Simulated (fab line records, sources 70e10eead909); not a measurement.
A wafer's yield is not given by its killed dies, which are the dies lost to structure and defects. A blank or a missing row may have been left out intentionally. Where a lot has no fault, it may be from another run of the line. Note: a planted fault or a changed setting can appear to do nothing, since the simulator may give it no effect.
fab line records | flow nand-harc
[record] lots = 5 wafers = 13 last-day = 32
route steps=1302 shown A_BLC@1132 A_M0@1137
lots that met no fault: taken from a fault-free run of the same line
start-h: hours from the record's opening day to when the first of the lot's shown wafers began | wait-h: hours since the lot's step before | " repeats the value in the row above | L1.1+2: a row that stands for several wafers | - no value, or no start given | * or withheld: withheld | < > ~ a bound
route shown NAME@n: NAME is a module with steps in the file, n the number in the route of the first one | usual: mean/standard deviation taken from wafers without a fault | same: alike in all rows | chamber/n: place in a boat | sites: readings site by site | _std_site: standard deviation across them | _edge_site: outer sites' mean less inner sites' | radius-mm: for every site, how far away it sits from the centre of the wafer | mask NAME#n: copy n | behind: the last tool/chamber to shape the wafer | hold: cause of the lot's hold/its duration in hours/its outcome | device: transistor that didn't switch, given as n, p or np | end of line: the route-end tests of the same wafers | where a step has no rows: the recipe by itself | killed: not the wafer's yield, but the dies lost to structure and defects at the first sort | map: a wafer's dies, x killed, . not, _ none there
set.NAME: the setting that was run; set.NAME@STEP: the one run at that earlier step | model.NAME: the simulator's own value behind a step, which no gauge read
a table for each step, a row for each wafer; lots at some steps of the route
services: a tool's chamber out of use, with start hour (start-h, from the record's first day; less than 0 if before it), hours out, and reason
[[steps]]
[step NHARC_A_BLC_CVD_24]
[recipe] target-thk-a = 1500 temp-c = 300 pressure-torr = 40 wf6-flow-sccm = 40 h2-flow-sccm = 1600 ar-flow-sccm = 1560 time-s = 434 material = W
[usual] heater-power-w = 522/51 susceptor-temp-C = 299.99/0.2 throttle-valve-pct = 8.06/0.25
// columns lot.wafer tool chamber start-h wait-h heater-power-w susceptor-temp-C throttle-valve-pct
L496.2 cvd-w-02 1 - - 602 - 8.05
L496.4 " 1 " " 567 - 8.15
L496.6 " 1 " " 582 - 8.09
L510.1 cvd-w-02 1 - - 581 300.11 7.89
L514.2 cvd-w-02 0 - - 471 299.94 7.83
L514.4 " 0 " " 486 299.97 7.80
L514.5 " 0 " " 479 299.87 7.91
L515.1 cvd-w-02 0 - - 475 299.83 7.68
L515.2 " 1 " " 589 300.29 7.88
L515.6 " 0 " " 467 300.04 7.64
L517.4 cvd-w-02 0 - - 485 299.67 7.77
L517.6 " 0 " " 485 299.59 7.89
L517.5 " 1 " " 583 299.82 7.99
[step NHARC_A_BLC_CMP_25]
[recipe] t-overpolish-s = 30 target-thk-nm = 150
[usual] edge-zone-pressure-frac = 1.001/0.0049 motor-current-A = 12.3/1.1 overpolish-run-s = 30.000/0.0092 time-to-endpoint-s = 29/3.1
// columns lot.wafer tool chamber start-h wait-h edge-zone-pressure-frac motor-current-A overpolish-run-s time-to-endpoint-s
L496.4 cmp-03 3 510.99 0.3 0.998 12.7 29.978 25
L496.2 " 1 " " 0.997 12.5 30.008 28
L496.6 " 0 " " 0.997 12.3 30.006 27
L510.1 cmp-02 3 653.51 0.5 1.003 10.9 30.012 26
L514.4 cmp-02 2 699.17 0.4 1.001 10.5 30.003 32
L514.2 " 3 " " 0.999 10.4 30.014 28
L514.5 " 1 " " 0.999 11.6 29.994 31
L515.1 cmp-02 0 713.76 0.5 0.999 14.0 30.012 25
L515.2 " 2 " " 0.994 11.3 30.004 30
L515.6 " 3 " " 1.006 10.6 30.003 24
L517.4 cmp-03 3 725.81 0.4 1.013 13.1 30.001 28
L517.5 " 0 " " 1.001 12.4 30.005 29
L517.6 " 1 " " 1.002 12.2 30.004 31
[step NHARC_A_BLC_SRD_27]
[step NHARC_A_BLC_INSPECT_28]
[usual] raw-defect-count = 491/130
// columns lot.wafer tool chamber start-h wait-h raw-defect-count
L496.2 defect-inspect-02 - 511.40 0.1 849
L496.4 " - " " 718
L496.6 " - " " 679
L510.1 defect-inspect-02 - 653.84 0.1 476
L514.2 defect-inspect-01 - 699.55 0.1 351
L514.4 " - " " 406
L514.5 " - " " 432
L515.1 defect-inspect-01 - 714.16 0.1 521
L515.2 " - " " 577
L515.6 " - " " 504
L517.4 defect-inspect-02 - 726.14 0.1 442
L517.5 " - " " 740
L517.6 " - " " 400
[step NHARC_A_M0_DEP_00]
[recipe] target-thk-a = 1500 target-thk-nm = 150 temp-c = withheld pressure-torr = 5 flow-sccm = 200 rf-w = 600 material = SiOC
[step NHARC_A_M0_DEHYDRATE_01]
[recipe] temp-c = 150 time-s = 120
[step NHARC_A_M0_HMDS_02]
[recipe] time-s = 30
[step NHARC_A_M0_COAT_33]
[recipe] temp-c = 200 time-s = 65
[step NHARC_A_M0_COAT_03]
[recipe] spin-rpm = 1500 resist-thk-nm = 90
[step NHARC_A_M0_SOFTBAKE_04]
[recipe] temp-c = 105 time-s = 55
[step NHARC_A_M0_EBR_05]
[step NHARC_A_M0_EXPOSE_06]
[recipe] na = 1.35 target-cd-nm = 80 dose-mj = 83.25 mask-id = A_M0
[usual] exposure-dose-mJ-cm2 = 83.04/0.23 focus-offset-nm = -0.2/0.48
// columns lot.wafer tool chamber start-h wait-h mask exposure-dose-mJ-cm2 focus-offset-nm
L496.2 arfi-scanner-01 0 512.16 - A_M0#0 82.54 0.3
L496.4 " 0 " " A_M0#0 82.90 0.4
L496.6 " 0 " " A_M0#0 82.65 0.1
L510.1 arfi-scanner-02 - 654.60 - A_M0#0 - -
L514.2 arfi-scanner-02 0 700.32 - A_M0#0 83.04 -0.1
L514.4 " 0 " " A_M0#0 83.08 -0.1
L514.5 " 0 " " A_M0#0 83.04 -0.1
L515.1 arfi-scanner-02 0 714.80 - A_M0#0 83.10 0.9
L515.2 " 0 " " A_M0#0 83.02 0.1
L515.6 " 0 " " A_M0#0 82.91 0.0
L517.4 arfi-scanner-03 0 726.92 - A_M0#0 83.19 -0.6
L517.5 " 0 " " A_M0#0 83.26 -0.6
L517.6 " 0 " " A_M0#0 83.19 0.1
[step NHARC_A_M0_PEB_07]
[recipe] peb-temp-c = 100 peb-time-s = 65
[[services]]
// columns tool chamber start-h hours kind
cmp-02 - 489.98 1.3 repair
arfi-scanner-03 - 497.73 0.3 repair
cmp-03 - 498.03 3.9 repair
cmp-02 - 507.00 2.1 repair
cmp-02 - 525.59 0.8 repair
cmp-02 - 526.74 4.0 pm
cvd-w-02 - 545.30 1.5 repair
arfi-scanner-02 - 552.22 0.7 repair
cmp-03 - 554.00 4.0 pm
cmp-02 - 561.00 10.7 repair
cmp-02 - 593.57 0.4 repair
arfi-scanner-02 - 593.78 0.5 repair
cmp-03 - 611.67 2.3 repair
cmp-02 - 614.32 0.2 repair
cmp-02 - 624.74 4.0 pm
cvd-w-02 - 631.37 13.0 pm
cmp-03 - 652.00 4.0 pm
arfi-scanner-02 - 656.00 4.0 pm
cmp-02 - 665.19 2.0 repair
cmp-03 - 672.64 4.8 repair
cvd-w-02 1 687.79 14.2 repair
cmp-02 - 689.30 2.1 repair
cmp-02 - 722.74 4.0 pm
arfi-scanner-02 - 726.57 1.0 repair
[[key]]
[first-sign] step = NHARC_A_M0_EXPOSE_06 reading = tool-record direction = missing
effect none on later readings
met-at NHARC_A_M0_EXPOSE_06
struck-wafers L510.1
later-rows-left-out L510.1
sort-left-out L510.1
tester-left-out L510
[earlier-fault] kind = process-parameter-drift tool = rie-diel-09 chamber = 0 onset-h = 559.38 steps = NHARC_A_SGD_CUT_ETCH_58 channel = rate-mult offset = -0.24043 shape = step
[fault] kind = skipped-step-whole tool = arfi-scanner-02 chamber = - onset-h = 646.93 steps = NHARC_A_M0_EXPOSE_06 scope = struck-lots-only
// tester-left-out: of these lots the tester's yield and bins aren't shown, on N5 and GAA mostly nor the transistor test; their killed dies are dies lost to structure and defects alone, not to doping, threshold or leakage, so they don't give the yield
// sort-left-out: the simulated sort isn't trusted on such a fault, so these wafers' sort isn't shown, and their yield isn't known
// later-rows-left-out: the simulator's readings of these wafers behind a module that went badly wrong aren't trusted and aren't shown, but for the sort
